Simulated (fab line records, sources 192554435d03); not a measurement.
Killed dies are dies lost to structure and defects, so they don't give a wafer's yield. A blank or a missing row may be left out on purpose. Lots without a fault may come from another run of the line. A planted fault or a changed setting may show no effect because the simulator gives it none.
Chamber matching | flow n5_finfet | N5_MOL_CONTACT_COAG_ETCH_89 on rie_diel-03: 4 sister chambers
The step etches underlayer in N2/H2, target depth 13 nm, time 10.4 s. 22 wafers are shown with their chamber, then 11 later ones without.

WAFERS WITH THEIR CHAMBER
wafer  | chamber | showerhead_plenum_p_Torr (Torr) | drypump_motor_current_A (A) | throttle_valve_pct (%)
L075.2 | 3       | 2.72                            | 5.4                         | 17.54
L075.4 | 3       | 2.71                            | 5.4                         | 17.54
L075.5 | 1       | 2.58                            | 5.9                         | 17.84
L076.3 | 3       | 2.71                            | 5.4                         | 17.55
L076.4 | 1       | 2.58                            | 5.9                         | 17.83
L076.6 | 2       | 2.55                            | 5.1                         | 18.01
L079.1 | 2       | 2.55                            | 5.1                         | 18.05
L079.2 | 0       | 2.39                            | 5.7                         | 17.99
L079.6 | 0       | 2.39                            | 5.7                         | 17.99
L082.2 | 3       | 2.71                            | 5.4                         | 17.58
L082.3 | 1       | 2.57                            | 5.9                         | 17.86
L082.4 | 0       | 2.39                            | 5.7                         | 17.98
L081.2 | 2       | 2.55                            | 5.1                         | 18.04
L081.3 | 1       | 2.57                            | 5.9                         | 17.84
L081.5 | 0       | 2.39                            | 5.7                         | 18.00
L085.2 | 2       | 2.54                            | 5.1                         | 18.07
L085.4 | 0       | 2.39                            | 5.7                         | 18.00
L085.6 | 0       | 2.39                            | 5.6                         | 18.01
L087.1 | 3       | 2.70                            | 5.5                         | 17.61
L087.2 | 1       | 2.57                            | 5.9                         | 17.88
L087.3 | 2       | 2.54                            | 5.1                         | 18.09
L086.3 | 1       | 2.57                            | 5.9                         | 17.89

SIGNATURES (means of the wafers above)
reading                  | chamber 0 | chamber 1 | chamber 2 | chamber 3 | scatter within a chamber
showerhead_plenum_p_Torr | 2.3900    | 2.5733    | 2.5460    | 2.7100    | 0.00502
drypump_motor_current_A  | 5.683     | 5.900     | 5.100     | 5.420     | 0.0301
throttle_valve_pct       | 17.9950   | 17.8567   | 18.0520   | 17.5640   | 0.0246
Rule: a wafer's distance from a chamber is the root of the sum, over the readings, of the square of ((its reading less the chamber's mean) divided by the reading's scatter). The wafer belongs to the nearest chamber; if the next one is less than 2 further off, it can't be placed. The scatter: the root of (the sum of the squares of (reading less its chamber's mean) over the shown wafers, divided by (wafers less chambers)).

WAFERS WITHOUT THEIR CHAMBER
wafer  | showerhead_plenum_p_Torr (Torr) | drypump_motor_current_A (A) | throttle_valve_pct (%)
L086.4 | 2.39                            | 5.7                         | 18.04
L086.5 | 2.70                            | 5.5                         | 17.62
L089.3 | 2.38                            | 5.7                         | 18.03
L089.5 | 2.70                            | 5.4                         | 17.62
L089.6 | 2.38                            | 5.7                         | 18.02
L095.2 | 2.53                            | 5.1                         | 18.11
L095.5 | 2.69                            | 5.4                         | 17.62
L095.6 | 2.53                            | 5.1                         | 18.10
L096.1 | 2.53                            | 5.1                         | 18.10
L096.4 | 2.69                            | 5.4                         | 17.63
L096.5 | 2.56                            | 5.9                         | 17.93

WHICH CHAMBER EACH WENT THROUGH
wafer  | from the rows above | in truth
L086.4 | 0                   | 0
L086.5 | 3                   | 3
L089.3 | 0                   | 0
L089.5 | 3                   | 3
L089.6 | 0                   | 0
L095.2 | 2                   | 2
L095.5 | 3                   | 3
L095.6 | 2                   | 2
L096.1 | 2                   | 2
L096.4 | 3                   | 3
L096.5 | 1                   | 1
Placed correctly: 11 of 11. Can't be placed from these rows: 0. Placed wrongly: 0.
